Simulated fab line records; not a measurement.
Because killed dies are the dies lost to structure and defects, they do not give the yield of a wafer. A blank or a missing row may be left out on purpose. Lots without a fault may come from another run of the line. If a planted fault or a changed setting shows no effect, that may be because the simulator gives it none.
Struck lot and sound lot, side by side | flow nand_harc | 15 steps out of a route of 1159
Sound: these wafers, L779.1, L779.3, L779.4. Wafers struck: L788.2, L788.3, L788.5. The cause is named last.
At each step with rows: each side's tool, then ch and its chambers, then its first start. Under that, the readings that differ: sound wafers | struck wafers | difference of the means | sigmas: that difference in standard deviations of wafers without a fault.
alike: readings whose means differ by less than 2 such deviations, and words and numbers that are the same on both sides. not compared: withheld readings, readings that some wafer has no value for, bounds like >300 that may hide the same value, and numbers for which the record gives no deviation and whose values overlap.
Wherever a step has rows on one side only, a row that says differs or no value, or a row with sigmas, the two part there. Numbers that have no deviation but don't overlap get no sigmas and don't part them. A reading missing from all wafers of one side parts the sides only when that side holds two or more wafers.

NHARC_A_CONTACT_CD_MEAS_42: target cd 200 nm.
  sound on cd_sem-03 ch 0, day 17 14:49; struck on cd_sem-03 ch 0, day 19 20:22
  alike: cd_nm
NHARC_A_CONTACT_OVL_MEAS_43:
  struck on overlay-01, day 19 20:27; sound on overlay-01, day 17 14:55
  reading           | sound          | struck      | difference | sigmas
  overlay_y_nm (nm) | -1.3 -1.8 -1.3 | 0.9 0.7 0.6 | +2.2       | +2
  alike: overlay_x_nm
NHARC_A_CONTACT_INSPECT_44:
  struck on defect_inspect-02, day 19 20:29; sound on defect_inspect-02, day 17 14:57
  reading          | sound    | struck   | difference | sigmas
  raw_defect_count | 18 21 24 | 50 44 59 | +30        | +3
NHARC_A_CONTACT_DESCUM_47: chemistry O2, time 3 s.
  sound on rie_diel-05 ch 0,1,3, day 17 15:01; struck on rie_diel-08 ch 0,1,2, day 19 20:34
  reading                | sound                | struck               | difference | sigmas
  throttle_valve_pct (%) | 11.301 11.296 11.304 | 11.324 11.317 11.336 | +0.025     | +3
  alike: drypump_motor_current_A, oes_product_au, rf_vpp_V, showerhead_plenum_p_Torr
  not compared: rf_hours_counter_h
NHARC_A_CONTACT_ETCH_48: etches the open film in CF4, target depth 39 nm, time 65 s.
  sound on rie_diel-05 ch 0,1,2, day 17 15:06; struck on rie_diel-08 ch 2,3, day 19 20:41
  alike: bias_w, cf4_flow_sccm, drypump_motor_current_A, oes_product_au, rf_vpp_V, showerhead_plenum_p_Torr, throttle_valve_pct
  not compared: rf_hours_counter_h
then, 2 steps without rows for these wafers: NHARC_A_CONTACT_ETCH_49 (etches the open film in N2/H2, target depth 260 nm, time 475.3 s); NHARC_A_CONTACT_ETCH_50 (etches the open film in CF4/CHF3, target depth 84.7 nm, time 42.4 s).
NHARC_A_CONTACT_ETCH_51: etches the open film in O2/COS, target depth 3600 nm, time 936 s.
  sound on rie_diel-05 ch 1,2,3; struck on rie_diel-08 ch 0,3
  alike: bias_w, chamber_pressure_mTorr, drypump_motor_current_A, oes_product_au, rf_vpp_V, showerhead_plenum_p_Torr, throttle_valve_pct
  not compared: rf_hours_counter_h
then, 1 step without rows for these wafers: NHARC_A_CONTACT_ETCH_111 (etches the open film in C4F8/O2/Ar, time 140 s, target depth 700 nm).
NHARC_A_CONTACT_ETCH_112: etches the open film in C4F8/O2/Ar, time 94 s, target depth 922 nm.
  sound on har_cap_etch-02 ch 0,1, day 17 16:29; struck on har_cap_etch-01 ch 0,1, day 19 22:32
  alike: chamber_pressure_mTorr, oes_air_line_au
  not compared: rf_hours_counter_h
then, 1 step without rows for these wafers: NHARC_A_CONTACT_ETCH_113 (etches the open film in C4F8/O2/Ar, time 94 s, target depth 922 nm).
NHARC_A_CONTACT_ETCH_114: etches the open film in C4F8/O2/Ar, time 94 s, target depth 922 nm.
  sound on har_cap_etch-02 ch 0,1, day 17 16:40; struck on har_cap_etch-01 ch 0,1, day 19 22:43
  alike: chamber_pressure_mTorr, oes_air_line_au
  not compared: rf_hours_counter_h
NHARC_A_CONTACT_ETCH_115: etches the open film in C4F8/O2/Ar, time 94 s, target depth 922 nm.
  sound on har_cap_etch-02 ch 0,1, day 17 16:45; struck on har_cap_etch-01 ch 0,1, day 19 22:48
  no value came back on the struck wafers for chamber_pressure_mTorr (mTorr), oes_air_line_au (a.u.); on the sound wafers chamber_pressure_mTorr (mTorr) reads 19.992 20.032 19.993
  not compared: rf_hours_counter_h
then, 1 step without rows for these wafers: NHARC_A_CONTACT_ETCH_116 (etches the open film in C4F8/O2/Ar, time 94 s, target depth 922 nm).
-- jump in the record: it breaks off in module A_CONTACT and resumes in module END (first step shown: number 1159 of the route), and 3 days separate the struck wafers' starts before and after --
NHARC_END_SORT_01:
  at this point the record logs the struck wafers (prober-02 ch 0, day 23 10:10) and has no rows for the sound ones

WHERE THEY PART
First at NHARC_A_CONTACT_OVL_MEAS_43; last, within this record, at NHARC_END_SORT_01.

WHY: what had been put in by the simulator
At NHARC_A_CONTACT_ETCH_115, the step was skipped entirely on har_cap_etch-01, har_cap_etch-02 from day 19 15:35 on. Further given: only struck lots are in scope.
